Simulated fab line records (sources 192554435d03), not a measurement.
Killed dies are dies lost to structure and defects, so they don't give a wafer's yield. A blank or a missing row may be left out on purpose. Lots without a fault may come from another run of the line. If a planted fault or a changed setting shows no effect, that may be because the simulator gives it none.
fab line records	flow n5_finfet	part 1 of 2: steps 1 to 42 of 43
record lots=5	wafers=15	last_day=18
route steps=1938 shown MOL_CONTACT_COAG@542 BEOL_M4@1111 PASSIVATION@1936
lots that met no fault: taken from a fault-free run of the same line
start_h: the number of hours between the record's first day and the start of the first shown wafer of the lot	wait_h: hours elapsed since this lot's preceding step	" the same as in the row above	L1.1+2: one row covering several wafers at once	- value missing, or start not given	* or withheld: withheld	< > ~ a bound
route shown NAME@n: a module of which the file shows steps, and the number in the route of the first	usual: mean/standard deviation taken from wafers without a fault	same: alike in all rows	chamber/n: place in a boat	sites: the reading at each site	_std_site: the standard deviation of these	_edge_site: the outer-site mean with the inner-site mean subtracted	radius_mm: how far each site lies from the wafer's centre	mask NAME#n: copy n	behind: the tool/chamber that last shaped the wafer	hold: why the lot went on hold/how many hours it stayed there/how the hold came to an end	device: transistor that didn't switch, given as n, p or np	end of line: the tests these same wafers got at the end of their route	a step given without rows: its recipe and nothing more	killed: not the wafer's yield, but the dies lost to structure and defects at the first sort	map: per-die view of a wafer (x killed, . not killed, _ where there is no die)
set.NAME: the setting the step ran with; set.NAME@STEP: the setting that earlier step ran with	model.NAME: the simulator's own value behind a step, which no gauge read
a table for each step, a row for each wafer; lots at some steps of the route
services: the hour from which a tool's chamber was out of use, counted from the record's first day as start_h (under 0 if before that day), plus the number of hours and why
## steps
# step N5_MOL_CONTACT_COAG_PRECLEAN_111
# recipe chemistry=NF3:NH3	afs_cycles=1	temp_c=30	time_s=20	sublimation_temp_c=180	sublimation_time_s=60	pressure_torr=3	rf_power_w=30
# step N5_MOL_CONTACT_COAG_TI_SIL_19
# recipe material=Ti	target_thk_a=42	temp_c=200	chamber_pressure_pa=5	power_w=5000	time_s=15
# step N5_MOL_CONTACT_COAG_ALD_20
# recipe material=TiN	target_thk_a=15	temp_c=400	ald_precursor_family=TiCl4	ald_co_reactant=NH3	pulse_time_s=1	purge_time_s=3	co_reactant_purge_time_s=2	co_reactant_pulse_time_s=2	ald_cycles=68	pressure_torr=3
# step N5_MOL_CONTACT_COAG_SIL_ANNEAL_21
# recipe temp_c=550	time_s=60	ambient=N2
# step N5_MOL_CONTACT_COAG_PRE_CLEAN_141
# recipe gas=H2/He	time_s=60	temp_c=300
# usual heater_power_w=459/44
lot.wafer	tool	chamber	start_h	wait_h	heater_power_w
L626.1	pvd_sputter-01	-	117.19	2.9	511
L626.3	"	-	"	"	402
L626.4	"	-	"	"	450
L628.3	pvd_sputter-02	-	125.96	1.6	549
L628.4	"	-	"	"	417
L628.5	"	-	"	"	507
L637.3	pvd_sputter-03	-	181.53	1.0	481
L637.4	"	-	"	"	455
L637.6	"	-	"	"	488
L638.2	pvd_sputter-01	-	184.36	0.9	508
L638.3	"	-	"	"	406
L638.6	"	-	"	"	439
L644.4	pvd_sputter-02	-	219.43	0.7	556
L644.5	"	-	"	"	553
L644.6	"	-	"	"	409
# step N5_MOL_CONTACT_COAG_SPUTTER_143
# recipe material=Co	target_thk_a=25	temp_c=25	chamber_pressure_pa=0.2
# step N5_MOL_CONTACT_COAG_CO_FILL_22
# recipe material=Co	target_thk_a=200	temp_c=200	precursor=CCTBA/H2	pressure_torr=30
# step N5_MOL_CONTACT_COAG_ANNEAL_113
# recipe temp_c=400	time_s=300	ambient=H2/N2
# step N5_MOL_CONTACT_COAG_PRE_CLEAN_142
# recipe gas=H2/He	time_s=60	temp_c=300
# step N5_MOL_CONTACT_COAG_SPUTTER_130
# recipe material=Co	target_thk_a=475	temp_c=25	chamber_pressure_pa=0.5	power_w=3000
# step N5_MOL_CONTACT_COAG_PRECLEAN_125
# recipe chemistry=DIW	time_s=57.5	temp_c=23
# step N5_MOL_CONTACT_COAG_SRD_126
# recipe dry_time_s=32	dry=n2_spin	spin_rpm=1500
# step N5_MOL_CONTACT_COAG_CMP_23
# recipe stop_on=SiO2	t_overpolish_s=1.5	post_cmp_clean=cu_alkaline	down_force_psi=2	platen_rpm=50.289	pad_velocity_m_s=1.0006	target_thk_nm=0
# usual motor_current_A=8.0/0.66	overpolish_run_s=1.500/0.0088	platen_rpm=50.29/0.036	time_to_endpoint_s=9.5/1.8
lot.wafer	tool	chamber	start_h	wait_h	motor_current_A	overpolish_run_s	platen_rpm	time_to_endpoint_s
L626.4	cmp-02	0	119.60	0.0	7.5	1.489	50.28	9.0
L626.3	"	1	"	"	7.2	1.496	55.36	10.1
L626.1	"	3	"	"	8.2	1.492	50.29	11.4
L628.4	cmp-01	1	129.20	0.0	9.2	1.499	50.29	9.3
L628.3	"	3	"	"	7.1	1.485	50.32	5.7
L628.5	"	2	"	"	7.6	1.511	50.28	12.4
L637.3	cmp-01	0	184.36	0.1	7.9	1.520	50.25	10.7
L637.4	"	1	"	"	8.5	1.500	50.30	9.0
L637.6	"	3	"	"	7.1	1.519	50.29	9.9
L638.3	cmp-01	1	188.06	0.0	9.1	1.510	50.31	10.2
L638.2	"	0	"	"	7.5	1.498	50.24	8.1
L638.6	"	1	"	"	8.4	1.501	50.28	6.9
L644.4	cmp-02	1	222.51	0.1	7.8	1.507	50.34	9.9
L644.5	"	0	"	"	7.6	1.501	50.33	7.9
L644.6	"	1	"	"	7.1	1.500	50.28	7.9
# step N5_MOL_CONTACT_COAG_WET_ETCH_26
# recipe target=Co	target_depth_nm=13
# step N5_MOL_CONTACT_COAG_WET_ETCH_116
# recipe chemistry=SC1-inhibited	target_depth_nm=4.6	dry=ipa_marangoni	rinse_time_s=30	rinse_temp_c=23
# step N5_MOL_CONTACT_COAG_ALD_27
# recipe material=SiOC	target_thk_a=170	temp_c=400	ald_precursor_family=carbosiloxane	ald_co_reactant=H2-plasma	pulse_time_s=1.5	time_s=2720	purge_time_s=2	co_reactant_purge_time_s=2	ald_cycles=340	pressure_torr=2
# usual heater_power_w=874/110	precursor_pulse_height_rel=0.999/0.02
# same pulse_time_s=1.5
lot.wafer	tool	chamber	start_h	wait_h	heater_power_w	precursor_pulse_height_rel
L626.1	ald_sin-04	0	120.42	0.0	828	1.001
L626.3	"	1	"	"	897	1.005
L626.4	"	3	"	"	982	0.965
L628.3	ald_sin-02	2	130.02	0.0	973	1.002
L628.4	"	3	"	"	995	1.014
L628.5	"	3	"	"	981	0.970
L637.3	ald_sin-04	0	185.14	0.0	838	1.010
L637.4	"	3	"	"	962	1.016
L637.6	"	1	"	"	896	0.970
L638.2	ald_sin-04	1	190.45	1.6	935	1.022
L638.3	"	0	"	"	824	1.014
L638.6	"	0	"	"	809	1.006
L644.4	ald_sin-03	2	223.29	0.0	953	1.031
L644.5	"	3	"	"	1019	0.977
L644.6	"	0	"	"	745	0.987
# step N5_MOL_CONTACT_COAG_CMP_28
# recipe stop_on=SiNx	t_overpolish_s=0.85	post_cmp_clean=alkaline_brush	down_force_psi=4.15	platen_rpm=51.8	pad_velocity_m_s=1.0307	target_thk_nm=14.522
# step N5_MOL_CONTACT_COAG_THK_MEAS_29
# recipe reads=SiNx_of_GATE_CUT_PECVD_57+SiNx_of_GATE_CUT_SAC_CAP_01
# usual MD_CAP_THK=17.91/0.072
lot.wafer	tool	chamber	start_h	wait_h	MD_CAP_THK[nm]
L626.1	film_metro-01	-	122.30	-	17.94
L626.3	"	-	"	"	17.76
L626.4	"	-	"	"	17.90
L628.3	film_metro-01	-	131.89	-	17.87
L628.4	"	-	"	"	17.84
L628.5	"	-	"	"	17.79
L637.3	film_metro-01	-	187.01	-	17.94
L637.4	"	-	"	"	17.98
L637.6	"	-	"	"	17.88
L638.2	film_metro-02	-	192.31	-	17.89
L638.3	"	-	"	"	17.89
L638.6	"	-	"	"	17.96
L644.4	film_metro-02	-	225.16	-	17.74
L644.5	"	-	"	"	17.85
L644.6	"	-	"	"	17.82
# step N5_MOL_CONTACT_COAG_ALD_123
# recipe material=SiNx	target_thk_a=50	temp_c=400	ald_precursor_family=SiH2I2	ald_co_reactant=N2/H2-plasma	pulse_time_s=1	purge_time_s=2	co_reactant_purge_time_s=2	ald_cycles=100	pressure_torr=2
# usual heater_power_w=865/100	precursor_pulse_height_rel=1.001/0.021
# same pulse_time_s=1
lot.wafer	tool	chamber	start_h	wait_h	heater_power_w	precursor_pulse_height_rel
L626.1	ald_sin-03	0	122.34	0.0	726	0.990
L626.3	"	2	"	"	927	0.986
L626.4	"	3	"	"	1029	1.017
L628.3	ald_sin-04	1	132.48	0.6	901	1.021
L628.4	"	3	"	"	967	1.042
L628.5	"	1	"	"	918	0.964
L637.3	ald_sin-04	2	189.58	2.6	813	1.018
L637.4	"	1	"	"	914	1.000
L637.6	"	2	"	"	841	0.984
L638.2	ald_sin-04	0	192.35	0.0	823	0.996
L638.3	"	2	"	"	804	0.966
L638.6	"	1	"	"	894	0.980
L644.4	ald_sin-04	2	225.34	0.2	829	1.036
L644.5	"	2	"	"	852	1.001
L644.6	"	3	"	"	984	1.004
# step N5_MOL_CONTACT_COAG_PECVD_31
# recipe material=SiO2	target_thk_a=460	temp_c=400	precursor=TEOS/O2	pressure_torr=6.5	rf_w=withheld	teos_flow_sccm=withheld	gas=O2	flow_sccm=2650	time_s=8.9
# step N5_MOL_CONTACT_COAG_COAT_75
# recipe resist=SOC	temp_c=250	time_s=60	spin_rpm=1500	resist_thk_nm=60
# step N5_MOL_CONTACT_COAG_COAT_76
# recipe resist=SiARC	temp_c=220	time_s=60	spin_rpm=1500	resist_thk_nm=10
# step N5_MOL_CONTACT_COAG_COAT_77
# recipe resist=underlayer	temp_c=205	time_s=60	spin_rpm=1500	resist_thk_nm=10
# step N5_MOL_CONTACT_COAG_COAT_78
# recipe resist=CAR-EUV	spin_rpm=1500	resist_thk_nm=40
# step N5_MOL_CONTACT_COAG_EBR_80
# recipe solvent=PGMEA	ebr_width_mm=1.5
# step N5_MOL_CONTACT_COAG_SOFTBAKE_79
# recipe temp_c=110	time_s=60	resist=CAR-EUV
# step N5_MOL_CONTACT_COAG_EXPOSE_81
# recipe mask_id=VG	na=0.33	source_shape=annular	sigma_inner=0.3	sigma_outer=0.7	polarization=unpolarized	defocus_nm=0	dose_mj=59.5
# step N5_MOL_CONTACT_COAG_PEB_82
# recipe peb_temp_c=100	peb_time_s=60	resist=CAR-EUV
# step N5_MOL_CONTACT_COAG_DEVELOP_83
# recipe develop_time_s=30	developer=TMAH	resist=CAR-EUV	rinse_liquid=surfactant_rinse	dry=air_spin	dev_temp_c=23
# step N5_MOL_CONTACT_COAG_CD_MEAS_84
# recipe target_cd_nm=25.1	landing_energy_ev=500	detector=se_inlens	polarity=opening
# usual cd_nm=25.11/0.22
lot.wafer	tool	chamber	start_h	wait_h	cd_nm
L626.1	cd_sem-02	0	123.18	-	25.48
L626.3	"	0	"	"	25.17
L626.4	"	0	"	"	25.12
L628.3	cd_sem-03	0	133.33	-	24.69
L628.4	"	0	"	"	25.12
L628.5	"	0	"	"	24.89
L637.3	cd_sem-02	0	190.42	-	24.94
L637.4	"	0	"	"	24.90
L637.6	"	0	"	"	25.04
L638.2	cd_sem-01	0	193.20	-	25.40
L638.3	"	0	"	"	24.74
L638.6	"	0	"	"	25.17
L644.4	cd_sem-02	0	226.20	-	25.34
L644.5	"	0	"	"	24.88
L644.6	"	0	"	"	25.30
# step N5_MOL_CONTACT_COAG_OVL_MEAS_85
# recipe points_per_wafer=522
# usual VG_OVL=-0.4/0.66
lot.wafer	tool	chamber	start_h	wait_h	VG_OVL[nm]
L626.1	overlay-01	0	123.21	0.0	0.1
L626.3	"	0	"	"	-0.7
L626.4	"	0	"	"	0.2
L628.3	overlay-02	0	133.36	0.0	-0.3
L628.4	"	0	"	"	0.3
L628.5	"	0	"	"	-0.5
L637.3	overlay-02	0	190.46	0.0	-0.5
L637.4	"	0	"	"	-0.2
L637.6	"	0	"	"	0.0
L638.2	overlay-01	0	193.24	0.0	-0.5
L638.3	"	0	"	"	0.0
L638.6	"	0	"	"	-0.2
L644.4	overlay-02	0	226.25	0.0	-1.4
L644.5	"	0	"	"	-0.5
L644.6	"	0	"	"	0.0
# step N5_MOL_CONTACT_COAG_INSPECT_57
# recipe mode=adi	inspect_instrument=brightfield
# usual raw_defect_count=194/51
lot.wafer	tool	chamber	start_h	wait_h	raw_defect_count
L626.1	defect_inspect-01	-	123.27	0.1	150
L626.3	"	-	"	"	210
L626.4	"	-	"	"	133
L628.3	defect_inspect-01	-	133.41	0.0	195
L628.4	"	-	"	"	146
L628.5	"	-	"	"	131
L637.3	defect_inspect-01	-	190.51	0.0	142
L637.4	"	-	"	"	177
L637.6	"	-	"	"	177
L638.2	defect_inspect-01	-	193.29	0.0	129
L638.3	"	-	"	"	181
L638.6	"	-	"	"	212
L644.4	defect_inspect-02	-	226.29	0.0	185
L644.5	"	-	"	"	157
L644.6	"	-	"	"	150
# step N5_MOL_CONTACT_COAG_DESCUM_88
# recipe chemistry=O2	time_s=7	source_power_w=50	bias_power_w=20	pressure_mtorr=20	rf_frequency_hz=2.712e+07	temp_c=40	resist=CAR-EUV	o2_flow_sccm=225
# step N5_MOL_CONTACT_COAG_ETCH_89
# recipe chemistry=N2/H2	target=underlayer	target_depth_a=130	mask_material=CAR-EUV	time_s=10.4	ion_energy_ev=200	pressure_mtorr=30	source_w=840	bias_w=150	n2_flow_sccm=200	h2_flow_sccm=200	ends=cleared
# step N5_MOL_CONTACT_COAG_ETCH_90
# recipe chemistry=CF4	target=SiARC	target_depth_a=130	mask_material=CAR-EUV	time_s=21.7	ion_energy_ev=80	pressure_mtorr=40	source_w=545	bias_w=36	Ar_flow_sccm=100	cf4_flow_sccm=100	ends=cleared
# step N5_MOL_CONTACT_COAG_ALD_131
# recipe material=SiO2	target_thk_a=50	temp_c=100	ald_precursor_family=BDEAS	ald_co_reactant=O2-plasma	pulse_time_s=1	co_reactant_pulse_time_s=1	purge_time_s=2	co_reactant_purge_time_s=2	ald_cycles=35	pressure_torr=2
# usual heater_power_w=81/9.6	precursor_pulse_height_rel=1.001/0.021
# same pulse_time_s=1
lot.wafer	tool	chamber	start_h	wait_h	heater_power_w	precursor_pulse_height_rel
L626.1	ald_sin-03	3	123.44	0.1	96	0.996
L626.3	"	2	"	"	86	1.004
L626.4	"	1	"	"	65	0.990
L628.3	ald_sin-03	2	133.86	0.1	85	0.995
L628.4	"	3	"	"	97	1.013
L628.5	"	0	"	"	69	1.004
L637.3	ald_sin-02	1	191.17	0.5	80	1.005
L637.4	"	0	"	"	69	0.975
L637.6	"	1	"	"	80	1.000
L638.2	ald_sin-04	1	193.95	0.2	83	0.998
L638.3	"	0	"	"	79	0.963
L638.6	"	2	"	"	76	1.018
L644.4	ald_sin-04	2	227.22	0.0	76	0.985
L644.5	"	0	"	"	77	1.039
L644.6	"	1	"	"	85	1.021
# step N5_MOL_CONTACT_COAG_ETCHBACK_132
# recipe chemistry=CHF3	target=SiO2	target_depth_a=100	time_s=6.7	ion_energy_ev=200	pressure_mtorr=30	source_w=610	bias_w=170	Ar_flow_sccm=200	CHF3_flow_sccm=50
# usual drypump_motor_current_A=5.9/0.36	oes_ar_750_au=0.79/0.076	oes_product_au=0.79/0.08	rf_vpp_V=526/3.9	showerhead_plenum_p_Torr=2.41/0.11	throttle_valve_pct=18.64/0.17
lot.wafer	tool	chamber	start_h	wait_h	drypump_motor_current_A	oes_ar_750_au	oes_product_au	rf_hours_counter_h	rf_vpp_V	showerhead_plenum_p_Torr	throttle_valve_pct
L626.1	rie_diel-04	1	123.62	0.1	6.1	0.74	0.74	191	517	2.27	18.56
L626.3	"	3	"	"	6.0	0.75	0.75	180	529	2.36	18.57
L626.4	"	0	"	"	6.4	0.91	0.93	24	524	2.53	18.40
L628.3	rie_diel-04	1	134.15	0.2	6.1	0.74	0.74	195	518	2.27	18.56
L628.4	"	3	"	"	6.0	0.75	0.74	185	529	2.36	18.59
L628.5	"	0	"	"	6.4	0.91	0.92	-	521	2.53	18.40
L637.3	rie_diel-02	2	191.35	0.1	6.4	0.67	0.65	249	530	2.33	18.88
L637.4	"	1	"	"	5.5	0.81	0.80	85	530	2.51	18.70
L637.6	"	2	"	"	6.4	0.67	0.66	-	530	2.33	18.87
L638.2	rie_diel-04	3	194.13	0.1	6.0	0.72	0.73	205	529	2.35	18.63
L638.3	"	1	"	"	6.1	0.72	0.72	216	517	2.26	18.59
L638.6	"	2	"	"	6.1	0.85	0.86	-	524	2.32	18.86
L644.4	rie_diel-02	1	227.40	0.1	5.5	0.79	0.78	100	530	2.51	18.73
L644.5	"	0	"	"	5.3	0.83	0.82	-	524	2.51	18.45
L644.6	"	3	"	"	5.9	0.72	0.72	-	525	2.45	18.54
# step N5_MOL_CONTACT_COAG_ETCH_91
# recipe chemistry=N2/H2	target=SOC	target_depth_a=600	overetch_a=210	mask_material=SiARC	temp_c=40	time_s=101.2	ion_energy_ev=200	pressure_mtorr=30	source_w=840	bias_w=150	n2_flow_sccm=200	h2_flow_sccm=200
# step N5_MOL_CONTACT_COAG_STRIP_92
# recipe chemistry=N2/H2	temp_c=40	n2_flow_sccm=200	h2_flow_sccm=200	rf_frequency_hz=6e+07
# step N5_MOL_CONTACT_COAG_STRIP_93
# recipe chemistry=N2/H2	temp_c=40	n2_flow_sccm=200	h2_flow_sccm=200	rf_frequency_hz=6e+07
# step N5_MOL_CONTACT_COAG_ETCH_47
# recipe chemistry=CH3F/O2	target=SiNx	target_depth_a=270	mask_material=SiO2	stop_on=W	over_etch_frac=0.2	ion_energy_ev=120	endpoint=OES-CN	pressure_mtorr=30	source_w=395	bias_w=73	Ar_flow_sccm=150	CH3F_flow_sccm=30	O2_flow_sccm=20	ends=end_point
# usual drypump_motor_current_A=5.9/0.36	etch_rf_on_time_s=31.1/0.42	oes_ar_750_au=0.79/0.076	oes_product_au=0.71/0.07	rf_vpp_V=298.4/2.3	showerhead_plenum_p_Torr=2.03/0.094	throttle_valve_pct=16.27/0.17
lot.wafer	tool	chamber	start_h	wait_h	drypump_motor_current_A	etch_rf_on_time_s	oes_ar_750_au	oes_product_au	rf_hours_counter_h	rf_vpp_V	showerhead_plenum_p_Torr	throttle_valve_pct	model.etch.depth_nm
L626.1	rie_diel-04	1	123.88	0.0	6.1	31.3	0.74	0.66	191	294.0	1.90	16.22	17.93
L626.3	"	3	"	"	6.0	30.4	0.74	0.67	180	299.8	1.98	16.22	17.77
L626.4	"	0	"	"	6.3	30.4	0.92	0.83	24	297.0	2.13	16.02	17.86
L628.3	rie_diel-04	1	134.42	0.0	6.1	31.2	0.74	0.66	195	293.9	1.90	16.23	17.87
L628.4	"	3	"	"	6.0	30.5	0.74	0.66	185	300.5	1.98	16.22	17.9
L628.5	"	0	"	"	6.4	30.1	0.91	0.82	-	296.6	2.13	16.03	17.79
L637.3	rie_diel-02	2	191.61	0.0	6.4	31.4	0.67	0.60	249	300.6	1.96	16.55	17.94
L637.4	"	1	"	"	5.5	31.1	0.82	0.73	85	302.1	2.11	16.30	17.98
L637.6	"	2	"	"	6.4	31.1	0.67	0.60	-	301.3	1.96	16.54	17.87
L638.2	rie_diel-04	3	194.39	0.0	6.0	30.7	0.72	0.65	205	300.6	1.97	16.26	17.85
L638.3	"	1	"	"	6.1	31.3	0.72	0.64	216	293.5	1.89	16.25	17.87
L638.6	"	2	"	"	6.1	30.9	0.85	0.77	-	297.0	1.95	16.46	17.96
L644.4	rie_diel-02	1	227.66	0.0	5.5	31.2	0.79	0.71	100	301.9	2.11	16.34	17.82
L644.5	"	0	"	"	5.3	30.7	0.82	0.74	-	298.1	2.11	16.06	17.86
L644.6	"	3	"	"	5.9	31.6	0.73	0.64	-	297.3	2.06	16.17	17.81
# step N5_BEOL_M4_RC_MEAS_101
# usual DIBL_N=35.9/1.3	DIBL_P=35.9/1.5	IOFF_N=0.152/0.023	IOFF_P=0.204/0.027	ION_N=673/9.2	ION_P=462/6.7	SS_N=71.4/0.48	SS_P=73.2/0.55	VT_N=250.3/2.6	VT_P=-250.6/3
lot.wafer	tool	chamber	start_h	wait_h	DIBL_N[mV/V]	DIBL_P[mV/V]	IOFF_N[nA/um]	IOFF_P[nA/um]	ION_N[uA/um]	ION_P[uA/um]	SS_N[mV/dec]	SS_P[mV/dec]	VT_N[mV]	VT_P[mV]
L626.1	prober-01	0	213.05	0.0	35.6	35.9	0.123	0.171	667	460	70.5	73.1	254.2	-253.6
L626.3	"	0	"	"	36.8	37.1	0.144	0.203	658	457	70.9	73.4	252.0	-251.7
L626.4	"	0	"	"	35.9	36.0	0.131	0.174	670	456	70.7	73.5	253.7	-253.1
L628.3	prober-02	0	231.18	0.3	35.4	34.6	0.131	0.205	656	458	71.9	73.1	250.6	-250.5
L628.4	"	0	"	"	37.0	36.0	0.162	0.232	660	457	71.7	73.6	250.2	-247.1
L628.5	"	0	"	"	37.2	36.7	0.159	0.238	677	466	71.5	73.3	252.4	-249.9
L638.2	prober-02	0	276.80	0.2	36.6	36.6	0.162	0.221	684	465	71.2	73.7	247.5	-249.8
L638.3	"	0	"	"	38.8	39.8	0.213	0.275	675	467	72.0	73.3	245.3	-248.3
L638.6	"	0	"	"	35.9	35.9	0.141	0.203	673	461	71.3	72.8	250.7	-249.1
L637.3	prober-02	0	278.40	0.3	36.0	33.2	0.112	0.145	662	450	71.1	72.5	253.4	-256.7
L637.4	"	0	"	"	37.0	34.8	0.124	0.166	653	452	71.4	73.6	254.0	-252.9
L637.6	"	0	"	"	38.0	35.9	0.144	0.185	665	457	71.1	72.6	250.3	-252.9
L644.4	prober-01	0	332.40	0.5	36.9	34.6	0.139	0.201	657	458	71.7	73.5	253.3	-251.9
L644.5	"	0	"	"	36.5	35.2	0.141	0.211	654	458	71.0	73.9	253.8	-252.1
L644.6	"	0	"	"	38.6	37.2	0.187	0.241	672	462	71.9	74.0	249.5	-250.9
## key
first_sign step=N5_MOL_CONTACT_COAG_CMP_23	reading=platen_rpm	direction=up	sigmas=99+	usual=50.29	struck=55.36
effect none on later readings
model_effect step=N5_MOL_CONTACT_COAG_ETCH_47	value=etch.depth_nm	without=17.98	struck=17.77
met_at N5_MOL_CONTACT_COAG_CMP_23
struck_wafers L626.3
fault kind=process_parameter_drift	tool=cmp-02	chamber=1	onset_h=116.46	steps=N5_MOL_CONTACT_COAG_CMP_23	channel=platen_rpm	offset=5.0289	shape=step	end_h=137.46	acts_in=these_recipes_only	stated=50.289
